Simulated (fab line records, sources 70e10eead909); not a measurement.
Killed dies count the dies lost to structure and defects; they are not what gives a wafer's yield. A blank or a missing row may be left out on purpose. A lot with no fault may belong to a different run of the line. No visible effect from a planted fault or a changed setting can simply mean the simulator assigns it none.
The tool behind it: which one?    flow nand harc    12 lots with 36 wafers sampled at 6 steps, on a route of 1302 steps

== WHAT THE GAUGES READ, wafer by wafer ==
NHARC_A_M0_OVL_MEAS_10: pitch 160 nm.
lot   measured      on          overlay x nm (nm)  overlay y nm (nm)
L679  day 23 07:56  overlay-01  1.3 1.0 1.2        -0.2 0.0 -0.3
L682  day 24 07:29  overlay-01  0.7 0.2 0.6        -1.0 -1.3 -1.8
L683  day 24 18:28  overlay-01  1.2 0.9 1.0        0.4 0.8 1.1
L685  day 25 08:07  overlay-02  0.0 0.1 0.4        1.2 1.6 1.7
L684  day 25 09:22  overlay-02  -0.1 0.5 -0.4      -0.8 -0.2 0.0
L686  day 26 07:32  overlay-02  -0.9 -0.6 -0.7     -0.5 -0.5 -0.2
L688  day 26 19:14  overlay-02  -0.2 -0.3 -0.1     0.4 0.5 0.7
L687  day 26 20:23  overlay-01  -1.1 -0.6 -0.6     0.6 0.9 0.8
L691  day 28 18:50  overlay-01  0.6 0.4 1.0        1.4 0.8 1.5
L699  day 31 18:12  overlay-02  0.3 -0.4 0.6       0.1 0.4 0.7
L700  day 32 08:12  overlay-02  1.2 0.9 1.2        0.9 1.0 1.0
L701  day 32 23:37  overlay-02  0.6 0.5 0.8        -0.8 -0.5 -0.6

NHARC_END_SORT_01.
lot   measured      on         defect limited yield (%)  killed at array  killed at other  killed at periphery  killed dies  killed open  killed short
L682  day 26 04:05  prober-01  90.8 88.9 89.8            62 75 65         0 0 0            0 0 4                62 75 69     2 1 3        2 1 2
L686  day 28 01:08  prober-02  85.7 86.0 83.9            94 93 104        0 0 0            3 2 5                97 95 109    4 2 5        2 1 3
L688  day 28 11:56  prober-01  88.3 90.8 91.4            76 61 56         0 0 0            3 1 2                79 62 58     2 0 3        0 5 0

== TOOL THAT RAN EACH LOT (tool first, then ch and the chambers of the sampled wafers, then the start) ==
lot   NHARC_A_M0_STRIP_18                 NHARC_A_M0_PVD_21                        NHARC_A_M0_ECD_22               NHARC_A_M0_CMP_23
L679  rie diel-11 ch 0,1,2, day 23 08:27  pvd sputter-03, day 23 09:27 or earlier  ecd cu-01 ch 0,1, day 23 09:27  cmp-04 ch 1,2,3, day 23 10:09
L682  rie diel-11 ch 0,1,3, day 24 08:04  pvd sputter-01, day 24 09:03 or earlier  ecd cu-02 ch 0,1, day 24 09:03  cmp-04 ch 1,2, day 24 09:39
L683  rie diel-11 ch 2,3, day 24 18:56    pvd sputter-03, day 24 19:50 or earlier  ecd cu-01 ch 0,1, day 24 19:50  cmp-03 ch 0,3, day 24 20:35
L685  rie diel-10 ch 0,1,3, day 25 08:38  pvd sputter-02, day 25 09:29 or earlier  ecd cu-01 ch 0,1, day 25 09:29  cmp-03 ch 1,2, day 25 10:14
L684  rie diel-11 ch 2,3, day 25 09:50    pvd sputter-02, day 25 10:50 or earlier  ecd cu-01 ch 0,1, day 25 10:50  cmp-04 ch 0,1,2, day 25 11:29
L686  rie diel-01 ch 1,3, day 26 08:03    pvd sputter-01, day 26 08:59 or earlier  ecd cu-01 ch 0,1, day 26 08:59  cmp-04 ch 0,2, day 26 09:40
L688  rie diel-10 ch 0,1,2, day 26 19:43  pvd sputter-02, day 26 20:42 or earlier  ecd cu-02 ch 0,1, day 26 20:42  cmp-01 ch 0,1,2, day 26 21:22
L687  rie diel-10 ch 0,1,3, day 26 20:55  pvd sputter-03, day 26 21:46 or earlier  ecd cu-02 ch 0,1, day 26 21:46  cmp-03 ch 0,1,2, day 26 22:29
L691  rie diel-10 ch 0,1,3, day 28 19:24  pvd sputter-01, day 28 20:17 or earlier  ecd cu-02 ch 0,1, day 28 20:17  cmp-04 ch 1,2, day 28 21:02
L699  rie diel-10 ch 2,3, day 31 18:40    pvd sputter-01, day 31 19:38 or earlier  ecd cu-02 ch 0,1, day 31 19:38  cmp-01 ch 1,2, day 31 20:18
L700  rie diel-01 ch 1,2, day 32 08:40    pvd sputter-03, day 32 09:37 or earlier  ecd cu-01 ch 0,1, day 32 09:37  cmp-04 ch 0,1, day 32 10:19
L701  rie diel-10 ch 0,1, day 33 00:05    pvd sputter-03, day 33 01:07 or earlier  ecd cu-02 ch 0,1, day 33 01:07  cmp-01 ch 0,1,3, day 33 01:47
- NHARC_A_M0_STRIP_18: strips in N2/H2.
- NHARC_A_M0_PVD_21: deposits Cu, target thk 30 nm, time 20.49 s.
- NHARC_A_M0_ECD_22: material Cu, target thk 400 nm.
- NHARC_A_M0_CMP_23: polishes, t overpolish 20 s, target thk 113.75 nm.

== AS READ BY THE TOOLS THEMSELVES (means over the sampled wafers that have a number; for cases with no such wafer, the mark the record gives instead) ==
NHARC_A_M0_STRIP_18.
lot   tool         drypump motor current A (A)  oes product au (a.u.)  rf vpp V (V)  showerhead plenum p Torr (Torr)  throttle valve pct (%)
L679  rie diel-11  5.4                          1.003                  90.0          2.02                             14.169
L682  rie diel-11  5.1                          0.984                  91.3          2.03                             14.171
L683  rie diel-11  5.2                          0.986                  90.2          2.05                             14.163
L685  rie diel-10  5.6                          1.000                  90.6          1.98                             14.168
L684  rie diel-11  5.5                          1.002                  89.7          2.03                             14.169
L686  rie diel-01  5.5                          0.994                  91.1          2.11                             14.173
L688  rie diel-10  5.9                          1.004                  90.3          1.98                             14.174
L687  rie diel-10  5.7                          0.991                  89.9          1.98                             14.175
L691  rie diel-10  5.6                          1.002                  90.4          1.98                             14.161
L699  rie diel-10  5.9                          1.001                  91.3          2.09                             14.186
L700  rie diel-01  6.3                          0.996                  91.6          2.15                             14.176
L701  rie diel-10  5.9                          0.996                  89.9          1.91                             14.160

NHARC_A_M0_PVD_21.
lot   tool            chamber pressure pa (Pa)  throttle valve pct (%)
L679  pvd sputter-03  5.003                     29.3
L682  pvd sputter-01  5.000                     29.7
L683  pvd sputter-03  5.000                     29.9
L685  pvd sputter-02  5.002                     28.7
L684  pvd sputter-02  4.999                     28.3
L686  pvd sputter-01  4.994                     31.0
L688  pvd sputter-02  4.996                     28.8
L687  pvd sputter-03  4.993                     29.8
L691  pvd sputter-01  5.001                     30.6
L699  pvd sputter-01  5.008                     30.0
L700  pvd sputter-03  4.998                     29.6
L701  pvd sputter-03  5.006                     29.7

NHARC_A_M0_CMP_23.
lot   tool    motor current A (A)  time to endpoint s (s)
L679  cmp-04  11.3                 28.0
L682  cmp-04  10.4                 24.0
L683  cmp-03  10.6                 28.7
L685  cmp-03  11.5                 28.4
L684  cmp-04  10.1                 29.6
L686  cmp-04  9.8                  26.0
L688  cmp-01  11.7                 29.9
L687  cmp-03  10.7                 28.7
L691  cmp-04  10.9                 21.4
L699  cmp-01  11.6                 33.9
L700  cmp-04  10.7                 25.7
L701  cmp-01  11.7                 24.9

== THE ANSWER, worked out from the rows above alone ==
Rule: what is usual is taken from the lots themselves. The widest of any qualifying gaps counts: lots, ordered by their means at a reading, are off when they make up no more than a third of the lots, leave a main group of 4 or more, and stand apart from it by 3 or more times the standard deviation of that group's means. If all means in a main group match to the digits the tables above print for the reading, that group is not used. Also off: a lot with no number at a reading for which 4 or more lots have one. Where the step has rows for the other lots, those lots are counted as sound. The gauges are gone through in route order, then the tools' own readings, and for those a lot's mean is taken as printed above. The first step at which some lot is off is used, and at that step the reading that is off furthest; a lot without a number counts as furthest.
Across all readings shown, no lot is off: no conclusion can be drawn from this.

== WHAT THE SIMULATOR HAD INSERTED ==
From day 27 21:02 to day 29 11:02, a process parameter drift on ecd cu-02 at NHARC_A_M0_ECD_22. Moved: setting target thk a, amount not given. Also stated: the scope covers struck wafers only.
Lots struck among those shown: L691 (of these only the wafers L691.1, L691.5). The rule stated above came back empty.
